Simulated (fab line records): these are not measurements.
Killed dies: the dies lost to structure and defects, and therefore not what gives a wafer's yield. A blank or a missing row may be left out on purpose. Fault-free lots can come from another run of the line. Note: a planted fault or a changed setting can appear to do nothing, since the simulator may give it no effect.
2 desks, one fault + flow n5Finfet + only its own numbers are on each desk; what lay behind them is given at the end

## AT THE TOOL OWNER'S DESK: aldMetal-03
The tool's own readings at N5_HKMG_FIN_NWFM_ALD_20 (deposits TiAlC, target thk 2 nm, pulse time 3 s, purge time 2 s): means of the sampled wafers that have a number, for each lot that ran on this tool. If a lot's mean is further than 4 standard deviations from the usual mean, the lot is out of limits and carries the mark OUT (the distance appears in the brackets).
Columns: A = heaterPowerW at N5_HKMG_FIN_NWFM_ALD_20, usual 485 W; B = precursorPulseHeightRel at N5_HKMG_FIN_NWFM_ALD_20, usual 1.000
| lot  | first seen here | A   | B     |
|------|-----------------|-----|-------|
| L422 | day 4 04:34     | 499 | 0.994 |
| L424 | day 4 23:10     | 478 | 0.997 |
| L425 | day 5 01:14     | 475 | 1.015 |
| L427 | day 5 11:18     | 465 | 1.014 |
| L429 | day 6 01:52     | 494 | 0.996 |
| L431 | day 6 11:00     | 499 | 1.003 |
| L432 | day 6 19:01     | 473 | 0.987 |
Result from this desk: across the 7 lots, nothing is out of limits.

## THE METROLOGY DESK
Means of the sampled wafers that have a number, per lot and without regard to the tool the lot ran on: this is what the gauges read. If a lot's mean is further than 4 standard deviations from the usual mean, the lot is out of limits and carries the mark OUT (the distance appears in the brackets).
Columns: A = cdNm at N5_MIM_BOT_LITHO_CD_MEAS_08, usual 3000.4 nm; B = MIM_BOT_OVL at N5_MIM_BOT_LITHO_OVL_MEAS_11, usual -3 nm
| lot  | first seen here | A      | B   |
|------|-----------------|--------|-----|
| L422 | day 11 22:20    | 3000.4 | -1  |
| L425 | day 13 01:53    | 3002.5 | -8  |
| L424 | day 13 06:44    | 2999.0 | 3   |
| L427 | day 13 20:53    | 2998.9 | -2  |
| L429 | day 14 00:55    | 3001.3 | -11 |
| L432 | day 14 15:16    | 2997.4 | -0  |
| L431 | day 14 15:54    | 3001.8 | -17 |
| L436 | day 15 13:45    | 3000.8 | -3  |
| L440 | day 15 23:28    | 3001.8 | 9   |
| L439 | day 16 16:46    | 2999.8 | -8  |
| L441 | day 16 21:41    | 3000.9 | 1   |
| L443 | day 17 09:39    | 3000.3 | -1  |
Result from this desk: across the 12 lots, nothing is out of limits.

## ALL TOGETHER
Nothing out of limits was seen by the tool owner's desk.
Nothing out of limits was seen by the metrology desk.

## WHAT THE SIMULATOR HAD PUT IN
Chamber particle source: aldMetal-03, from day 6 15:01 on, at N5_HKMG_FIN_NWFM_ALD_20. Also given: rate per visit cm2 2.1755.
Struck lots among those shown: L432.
